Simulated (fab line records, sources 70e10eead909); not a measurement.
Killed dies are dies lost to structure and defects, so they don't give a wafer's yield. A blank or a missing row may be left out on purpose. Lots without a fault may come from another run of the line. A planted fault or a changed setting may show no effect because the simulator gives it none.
fab line records | flow nand_harc
record lots=12 wafers=36 last_day=33
route steps=1302 shown A_STAIRCASE@705 END@1302
lots that met no fault: from a run of the same line without faults
start_h: hours from the record's first day to the start of the lot's first wafer shown | wait_h: hours since the lot's step before | " the same as in the row above | L1.1+2: a row that stands for several wafers | - no value, or no start given | * or withheld: withheld | < > ~ a bound
route shown NAME@n: a module of which the file shows steps, and the number in the route of the first | usual: mean/standard deviation of fault-free wafers | same: alike in all rows | chamber/n: place in a boat | sites: the reading at each site | _std_site: their standard deviation | _edge_site: outer sites' mean less inner sites' | radius_mm: how far each site lies from the wafer's centre | mask NAME#n: copy n | behind: the tool/chamber that last shaped the wafer | hold: why the lot was held/for how many hours/how that ended | device: the transistor (n, p or np) that didn't switch | end of line: the same wafers' tests at the end of the route | a step without rows: its recipe alone | killed: dies lost to structure and defects at the first sort, not the wafer's yield | map: a wafer's dies, x killed, . not, _ none there
set.NAME: the setting as run; set.NAME@STEP: as run at that earlier step | model.NAME: the simulator's own value behind a step, which no gauge read
steps of the route over a sample of lots; a table a step, a row a wafer
services: from which hour (start_h, from the record's first day; less than 0 if before it) a tool's chamber was out of use, for how many hours, and why
## steps
# step NHARC_A_STAIRCASE_TRIM_191
# recipe time_s=211.2 o2_flow_sccm=500 ar_flow_sccm=0 bias_w=0 chemistry=O2
# usual drypump_motor_current_A=5.7/0.55 oes_product_au=0.997/0.0065 rf_vpp_V=57.9/1 run_length_s=232.8/0.41 showerhead_plenum_p_Torr=3.54/0.17 throttle_valve_pct=17.036/0.0083
# columns lot.wafer tool chamber start_h wait_h drypump_motor_current_A oes_product_au rf_hours_counter_h rf_vpp_V run_length_s showerhead_plenum_p_Torr throttle_valve_pct
L352.1 rie_diel-01 3 - - 6.0 0.999 54 57.3 232.5 3.31 17.045
L352.6 " 1 " " 6.3 1.003 - 58.4 232.7 3.68 17.046
L352.4 " 3 " " 6.0 0.990 - 58.2 232.8 3.31 17.037
L354.3 rie_diel-01 0 - - 4.8 0.995 57 59.3 232.4 3.27 17.026
L354.6 " 3 " " 6.1 0.996 - 56.9 232.6 3.31 17.056
L354.5 " 0 " " 4.8 1.001 - 57.6 232.4 3.27 17.037
L355.3 rie_diel-01 3 - - 6.0 0.994 4 59.3 232.4 3.31 17.024
L355.4 " 0 " " 4.8 1.000 4 57.5 232.3 3.81 17.026
L355.2 " 1 " " 6.3 1.002 6 58.7 232.6 3.67 17.031
L356.4 rie_diel-09 3 - - 5.6 0.995 - 57.7 232.3 3.52 17.029
L356.3 " 1 " " 5.5 1.009 - 58.8 233.0 3.55 17.028
L356.6 " 1 " " 5.5 0.989 - 58.4 233.0 3.55 17.039
L360.3 rie_diel-09 3 - - 5.6 0.990 43 58.7 232.6 3.51 17.037
L360.4 " 1 " " 5.5 1.009 49 56.9 233.1 3.54 17.032
L360.6 " 3 " " 5.6 0.989 - 58.7 232.2 3.51 17.059
L362.2 rie_diel-09 0 - - 6.1 0.988 45 56.5 232.5 3.56 17.037
L362.3 " 2 " " 5.8 1.002 31 57.7 231.9 3.34 17.045
L362.5 " 1 " " 5.5 1.010 - 59.4 233.2 3.54 17.037
L368.1 rie_diel-09 3 - - 5.6 1.002 4 57.9 232.6 3.51 17.042
L368.3 " 0 " " 6.1 0.992 4 59.1 232.1 3.55 17.033
L368.5 " 2 " " 5.8 1.007 - 56.3 232.3 3.34 17.026
L370.2 rie_diel-05 3 - - 6.3 1.008 33 57.2 232.8 3.69 17.030
L370.1 " 1 " " 5.4 1.000 39 58.4 233.9 3.62 17.025
L370.3 " 2 " " 4.6 0.990 35 56.9 233.0 3.49 17.036
L371.1 rie_diel-05 3 - - 6.4 0.995 35 58.2 232.9 3.69 17.028
L371.4 " 0 " " 5.8 0.988 38 56.6 232.6 3.30 17.044
L371.5 " 3 " " 6.4 0.996 - 58.6 232.5 3.69 17.029
L372.1 rie_diel-05 1 - - 5.3 1.002 43 58.2 233.2 3.62 17.028
L372.4 " 2 " " 4.6 0.993 40 59.3 233.1 3.49 17.040
L372.6 " 0 " " 5.8 0.994 - 57.5 232.7 3.30 17.029
L374.3 rie_diel-05 2 - - 4.7 0.987 47 57.9 233.2 3.48 17.035
L374.4 " 0 " " 5.8 0.996 47 57.9 232.5 3.30 17.042
L374.5 " 2 " " 4.7 0.993 - 58.6 233.5 3.48 17.042
L373.3 rie_diel-09 0 - - 6.1 0.986 27 57.0 232.8 3.54 17.034
L373.1 " 1 " " 5.5 1.001 18 57.8 233.0 3.52 17.042
L373.5 " 3 " " 5.6 1.001 - 57.9 232.3 3.50 17.047
# step NHARC_A_STAIRCASE_ETCH_192
# recipe target_depth_a=1000 time_s=40.5 ion_energy_ev=400 c4f8_flow_sccm=20 o2_flow_sccm=10 ar_flow_sccm=withheld rf_w=600 bias_w=1000 chemistry=C4F8/O2
# usual oes_product_au=0.940/0.0088 rf_vpp_V=896/6.3
# columns lot.wafer tool chamber start_h wait_h oes_product_au rf_hours_counter_h rf_vpp_V
L352.1 rie_diel-01 3 - - 0.938 54 888
L352.4 " 1 " " 0.943 - 904
L352.6 " 3 " " 0.955 - 887
L354.3 rie_diel-01 3 - - 0.927 58 887
L354.6 " 3 " " 0.936 - 889
L354.5 " 0 " " 0.935 - 887
L355.3 rie_diel-01 3 - - 0.936 4 889
L355.4 " 0 " " 0.942 4 906
L355.2 " 2 " " 0.943 6 906
L356.4 rie_diel-09 3 - - 0.916 - 894
L356.3 " 1 " " 0.930 - 896
L356.6 " 1 " " 0.932 - 896
L360.3 rie_diel-09 0 - - 0.951 41 898
L360.4 " 1 " " 0.955 49 894
L360.6 " 2 " " 0.959 - 889
L362.3 rie_diel-09 2 - - 0.945 31 889
L362.2 " 0 " " 0.938 45 898
L362.5 " 2 " " 0.937 - 889
L368.1 rie_diel-09 1 - - 0.943 2 895
L368.3 " 3 " " 0.929 4 894
L368.5 " 1 " " 0.945 - 895
L370.1 rie_diel-05 3 - - 0.936 33 901
L370.3 " 0 " " 0.931 37 889
L370.2 " 2 " " 0.949 35 896
L371.4 rie_diel-05 3 - - 0.923 35 903
L371.1 " 1 " " 0.941 40 900
L371.5 " 0 " " 0.925 - 887
L372.1 rie_diel-05 1 - - 0.943 43 900
L372.4 " 3 " " 0.952 38 902
L372.6 " 0 " " 0.929 - 887
L374.4 rie_diel-05 3 - - 0.950 46 900
L374.3 " 1 " " 0.929 48 899
L374.5 " 3 " " 0.945 - 901
L373.3 rie_diel-09 1 - - 0.953 18 895
L373.1 " 3 " " 0.944 20 894
L373.5 " 1 " " 0.946 - 897
# step NHARC_A_STAIRCASE_TRIM_200
# recipe time_s=211.2 o2_flow_sccm=500 ar_flow_sccm=0 bias_w=0 chemistry=O2
# usual drypump_motor_current_A=5.7/0.58 oes_product_au=0.997/0.0072 rf_vpp_V=57.8/0.94 run_length_s=232.9/0.36 showerhead_plenum_p_Torr=3.55/0.18 throttle_valve_pct=17.036/0.0093
# columns lot.wafer tool chamber start_h wait_h drypump_motor_current_A oes_product_au rf_hours_counter_h rf_vpp_V run_length_s showerhead_plenum_p_Torr throttle_valve_pct
L352.1 rie_diel-01 3 359.14 - 6.0 0.995 55 57.1 232.4 3.31 17.039
L352.6 " 1 " " 6.2 1.010 - 57.7 233.1 3.68 17.032
L352.4 " 3 " " 6.0 1.003 - 56.9 232.4 3.31 17.034
L354.3 rie_diel-05 1 376.97 - 5.3 1.008 43 57.6 233.4 3.65 17.018
L354.6 " 1 " " 5.3 1.007 - 57.6 233.3 3.65 17.020
L354.5 " 2 " " 4.7 1.002 - 57.3 233.0 3.52 17.034
L355.3 rie_diel-01 1 401.02 - 6.3 1.000 6 57.8 232.6 3.67 17.032
L355.2 " 2 " " 6.4 1.001 6 57.4 232.9 3.81 17.048
L355.4 " 3 " " 6.1 0.979 5 57.1 233.3 3.30 17.021
L356.3 rie_diel-05 0 404.04 - 5.8 0.997 56 57.5 233.5 3.32 17.043
L356.4 " 2 " " 4.7 0.991 57 57.8 233.1 3.51 17.037
L356.6 " 0 " " 5.9 1.003 - 56.0 232.7 3.32 17.046
L360.4 rie_diel-05 1 445.92 - 5.4 0.992 9 58.1 233.0 3.64 17.035
L360.3 " 3 " " 6.3 1.003 7 59.2 262.2 3.70 17.028
L360.6 " 0 " " 5.9 0.999 - 58.5 232.6 3.32 17.035
L362.2 rie_diel-05 0 457.17 - 5.9 1.005 12 57.9 262.2 3.31 17.052
L362.3 " 1 " " 5.4 1.003 13 57.6 262.7 3.64 17.025
L362.5 " 0 " " 5.8 1.002 - 56.0 232.8 3.31 17.041
L368.3 rie_diel-01 2 519.90 - 6.4 1.001 57 57.5 233.5 3.77 17.045
L368.1 " 3 " " 6.1 0.995 51 58.2 232.8 3.28 17.034
L368.5 " 3 " " 6.1 0.993 - 57.4 232.3 3.28 17.032
L370.3 rie_diel-05 1 541.32 - 5.3 1.005 39 57.6 233.9 3.62 17.041
L370.1 " 2 " " 4.6 0.994 35 56.8 233.1 3.49 17.050
L370.2 " 3 " " 6.3 0.996 34 58.3 232.6 3.69 17.038
L371.1 rie_diel-05 1 544.92 - 5.3 0.995 40 58.2 233.3 3.62 17.024
L371.4 " 3 " " 6.3 0.992 35 57.8 232.4 3.69 17.034
L371.5 " 1 " " 5.4 0.991 - 58.6 233.5 3.62 17.015
L372.1 rie_diel-05 3 561.55 - 6.3 0.988 39 59.2 233.1 3.68 17.041
L372.4 " 0 " " 5.8 0.993 42 57.3 232.9 3.30 17.043
L372.6 " 0 " " 5.9 0.992 - 57.5 232.7 3.30 17.041
L374.4 rie_diel-05 2 573.29 - 4.7 0.993 48 58.1 233.2 3.48 17.044
L374.3 " 3 " " 6.3 0.995 47 57.6 232.9 3.68 17.032
L374.5 " 3 " " 6.3 1.010 - 56.8 233.2 3.68 17.050
L373.1 rie_diel-09 1 579.55 - 5.5 1.000 18 57.0 232.9 3.52 17.039
L373.3 " 2 " " 5.8 1.003 29 56.8 232.2 3.32 17.037
L373.5 " 2 " " 5.8 0.992 - 57.0 232.0 3.32 17.031
# step NHARC_A_STAIRCASE_ETCH_203
# recipe target_depth_a=1000 time_s=40.5 ion_energy_ev=400 c4f8_flow_sccm=20 o2_flow_sccm=10 ar_flow_sccm=withheld rf_w=600 bias_w=1000 chemistry=C4F8/O2
# usual oes_product_au=0.940/0.0092 rf_vpp_V=897/6.3
# columns lot.wafer tool chamber start_h wait_h oes_product_au rf_hours_counter_h rf_vpp_V
L352.1 rie_diel-01 3 - - 0.937 55 889
L352.4 " 0 " " 0.956 - 887
L352.6 " 3 " " 0.940 - 889
L354.3 rie_diel-05 3 - - 0.939 38 904
L354.5 " 0 " " 0.952 - 889
L354.6 " 1 " " 0.946 - 901
L355.3 rie_diel-01 3 - - 0.949 5 888
L355.4 " 0 " " 0.940 5 906
L355.2 " 1 " " 0.930 6 900
L356.4 rie_diel-05 2 - - 0.939 57 895
L356.3 " 3 " " 0.932 52 903
L356.6 " 1 " " 0.955 - 901
L360.4 rie_diel-05 1 - - 0.935 9 900
L360.3 " 0 " " 0.943 9 888
L360.6 " 1 " " 0.949 - 898
L362.2 rie_diel-05 0 - - 0.933 12 888
L362.3 " 1 " " 0.942 13 901
L362.5 " 1 " " 0.959 - 900
L368.3 rie_diel-01 3 - - 0.945 52 887
L368.1 " 0 " " 0.943 42 905
L368.5 " 0 " " 0.951 - 906
L370.1 rie_diel-05 3 - - 0.947 34 900
L370.2 " 0 " " 0.937 37 888
L370.3 " 1 " " 0.929 39 900
L371.4 rie_diel-05 2 - - 0.926 37 893
L371.1 " 0 " " 0.925 39 888
L371.5 " 2 " " 0.926 - 894
L372.4 rie_diel-05 3 - - 0.949 39 900
L372.1 " 1 " " 0.940 43 898
L372.6 " 3 " " 0.942 - 902
L374.4 rie_diel-05 3 - - 0.927 47 901
L374.3 " 1 " " 0.934 49 899
L374.5 " 0 " " 0.930 - 887
L373.3 rie_diel-09 2 - - 0.955 29 889
L373.1 " 3 " " 0.954 21 896
L373.5 " 1 " " 0.941 - 895
# step NHARC_END_SORT_01
# recipe temp_c=25
# usual killed_at_array=54/20 killed_at_other=0.9/1.1 killed_at_periphery=3.8/2.4 killed_dies=58/20 killed_open=3.5/1.9 killed_short=2.5/1.6
# same gross_dies=677
# columns lot.wafer tool chamber start_h wait_h killed_at_array killed_at_other killed_at_periphery killed_dies killed_open killed_short
L352.1 prober-01 0 576.29 2.5 38 1 2 41 3 3
L352.4 prober-01 0 578.71 3.4 30 1 2 33 3 2
L352.6 prober-01 0 580.33 4.0 13 1 2 16 2 1
L360.3 prober-02 0 646.93 3.1 62 0 2 64 3 2
L360.4 prober-02 0 647.71 3.4 37 0 5 42 7 4
L360.6 prober-02 0 649.28 3.9 54 0 4 58 6 3
L370.1 prober-01 0 762.77 2.5 64 2 10 76 3 5
L370.2 prober-01 0 763.56 2.8 52 0 12 64 3 2
L370.3 prober-01 0 764.36 3.1 67 0 13 80 6 1
# killed by level:class
L352.1 A_SLIT:chamber_film_flake=26 A_CHANNEL_HOLE_D2:chamber_film_flake=3 A_STAIRCASE:chamber_film_flake=3 P_CONTACT:geometric_particle:open=1 A_CHANNEL_HOLE_D1:geometric_particle:short=1 A_DECK1_JOINT:geometric_particle:short=1 A_CHANNEL_FILL_D2:geometric_particle:short=1 A_M0:geometric_particle:open=1
L352.4 A_SLIT:chamber_film_flake=12 A_CHANNEL_HOLE_D2:chamber_film_flake=7 A_CHANNEL_HOLE_D1:chamber_film_flake=2 A_STAIRCASE:chamber_film_flake=2 A_CONTACT:chamber_film_flake=2 P_CONTACT:geometric_particle:open=1 A_ONON_D1:geometric_particle:open=1 A_CHANNEL_FILL_D2:geometric_particle:open=1
L352.6 A_SLIT:chamber_film_flake=7 A_CHANNEL_HOLE_D2:chamber_film_flake=2 A_STAIRCASE:chamber_film_flake=2 P_M0:geometric_particle:open=1 A_CHANNEL_FILL_D2:geometric_particle:open=1 STARTING-WAFER:geometric_particle:short=1 P_M2:chamber_film_flake=1 A_CHANNEL_HOLE_D1:chamber_film_flake=1
L360.3 A_SLIT:chamber_film_flake=30 A_CHANNEL_HOLE_D2:chamber_film_flake=14 A_CONTACT:chamber_film_flake=9 A_CHANNEL_HOLE_D1:chamber_film_flake=2 P_M2:geometric_particle:open=1 A_ONON_D1:geometric_particle:short=1 A_ONON_D2:geometric_particle:open=1 A_CHANNEL_HOLE_D2:geometric_particle:short=1
L360.4 A_SLIT:chamber_film_flake=11 A_CONTACT:chamber_film_flake=7 A_CHANNEL_HOLE_D2:chamber_film_flake=6 A_CHANNEL_HOLE_D1:chamber_film_flake=3 P_M1:geometric_particle:open=2 A_ONON_D1:geometric_particle:open=2 A_CHANNEL_FILL_D1:geometric_particle:short=2 P_M1:chamber_film_flake=2
L360.6 A_CHANNEL_HOLE_D2:chamber_film_flake=18 A_SLIT:chamber_film_flake=12 A_CHANNEL_HOLE_D1:chamber_film_flake=6 A_CONTACT:chamber_film_flake=5 A_CHANNEL_FILL_D1:geometric_particle:short=2 P_M1:chamber_film_flake=2 A_STAIRCASE:chamber_film_flake=2 P_GATE:geometric_particle:open=1
L370.1 A_CHANNEL_HOLE_D1:chamber_film_flake=37 A_CONTACT:chamber_film_flake=10 P_GATE:chamber_film_flake=8 A_SLIT:chamber_film_flake=4 A_DECK1_JOINT:geometric_particle:open=2 A_CHANNEL_HOLE_D2:chamber_film_flake=2 A_STAIRCASE:chamber_film_flake=2 THIN_TSV:chamber_film_flake=2
L370.2 A_CHANNEL_HOLE_D1:chamber_film_flake=24 P_GATE:chamber_film_flake=10 A_STAIRCASE:chamber_film_flake=9 A_CONTACT:chamber_film_flake=8 A_SLIT:chamber_film_flake=5 A_WL_FILL:geometric_particle:short=2 P_M2:chamber_film_flake=2 A_CHANNEL_FILL_D1:geometric_particle:open=1
L370.3 A_CHANNEL_HOLE_D1:chamber_film_flake=39 P_GATE:chamber_film_flake=10 A_CONTACT:chamber_film_flake=9 A_STAIRCASE:chamber_film_flake=8 A_SLIT:chamber_film_flake=3 A_DECK1_JOINT:geometric_particle:open=2 P_BONDPAD:geometric_particle:open=1 A_CHANNEL_FILL_D2:geometric_particle:open=1
## services
# columns tool chamber start_h hours kind
rie_diel-05 0 340.06 - clean
rie_diel-05 1 340.06 - clean
rie_diel-05 2 340.06 - clean
rie_diel-05 3 340.06 - clean
rie_diel-01 2 354.91 5.2 repair
rie_diel-09 2 358.23 47.1 repair
rie_diel-05 0 364.56 - clean
rie_diel-05 1 364.56 - clean
rie_diel-05 2 364.56 - clean
rie_diel-05 3 364.56 - clean
rie_diel-01 - 380.80 9.0 pm
rie_diel-09 - 386.94 0.4 repair
rie_diel-05 0 389.75 - clean
rie_diel-05 1 389.75 - clean
rie_diel-05 2 389.75 - clean
rie_diel-05 3 389.75 - clean
rie_diel-09 0 399.13 5.0 repair
rie_diel-05 0 409.71 9.0 vent_cycle
rie_diel-09 3 448.75 12.9 repair
rie_diel-01 1 476.34 10.3 repair
rie_diel-09 - 497.19 9.0 pm
rie_diel-01 - 557.80 9.0 pm
rie_diel-09 3 560.62 8.5 repair
rie_diel-09 1 566.46 6.7 repair
## key
first_sign step=NHARC_A_STAIRCASE_TRIM_200 reading=run_length_s direction=up sigmas=82 usual=* struck=*
effect none on later readings
met_at NHARC_A_STAIRCASE_TRIM_200
struck_lots L360,L362
struck_wafers L360.3,L362.2,L362.3
tester_left_out L360,L362
not_acting_at NHARC_A_STAIRCASE_TRIM_191,NHARC_A_STAIRCASE_ETCH_192,NHARC_A_STAIRCASE_ETCH_203
onset_between 404.04 445.92
fault kind=process_parameter_drift tool=rie_diel-05 chamber=- onset_h=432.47 steps=NHARC_A_STAIRCASE_TRIM_200 channel=time_s offset=* shape=step end_h=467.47 scope=struck_wafers_only acts_in=* stated=*
# tester_left_out: of these lots the tester's yield and bins aren't shown, on N5 and GAA mostly nor the transistor test; their killed dies are dies lost to structure and defects alone, not to doping, threshold or leakage, so they don't give the yield
